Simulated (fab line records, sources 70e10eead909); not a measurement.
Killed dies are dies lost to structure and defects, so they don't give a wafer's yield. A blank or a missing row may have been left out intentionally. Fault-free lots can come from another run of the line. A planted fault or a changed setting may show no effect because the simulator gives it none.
Chamber matching ; flow nand-harc ; 4 sister chambers for NHARC_A_STAIRCASE_TRIM_12 on rie-diel-12
The step chemistry O2, time 211.2 s. 4 wafers are shown with their chamber, then 8 later ones without.

== WAFERS PAIRED WITH THEIR CHAMBERS ==
wafer;chamber;drypump-motor-current-A (A)
L080.4;3;5.8
L088.3;0;6.6
L088.6;1;5.2
L090.1;2;6.1

== WAFERS WITHOUT THEIR CHAMBER ==
wafer;drypump-motor-current-A (A)
L090.4;6.6
L090.6;5.2
L092.3;5.8
L092.4;6.6
L092.5;5.2
L093.1;6.6
L093.2;5.8
L093.3;5.1

== CHAMBER TAKEN BY EACH ==
wafer;from the rows above;in truth
L090.4;0;0
L090.6;1;1
L092.3;3;3
L092.4;0;0
L092.5;1;1
L093.1;0;0
L093.2;3;3
L093.3;1;1
8 of 8 placed correctly. Not placeable from these rows: 0. Wrongly placed: 0.
How it was worked out, from the rows above alone: a wafer's distance from a chamber is the root of the sum, over the readings, of the square of ((its reading less the chamber's mean) divided by the reading's scatter). If the next closest chamber is less than 2 further off than the closest, the wafer can't be placed; otherwise it belongs to the closest. Each chamber's mean is taken over the wafers shown for it. The scatter (one wafer shown for each chamber): square how far every hidden wafer sits from the nearest shown wafer, average those squares and take the square root.
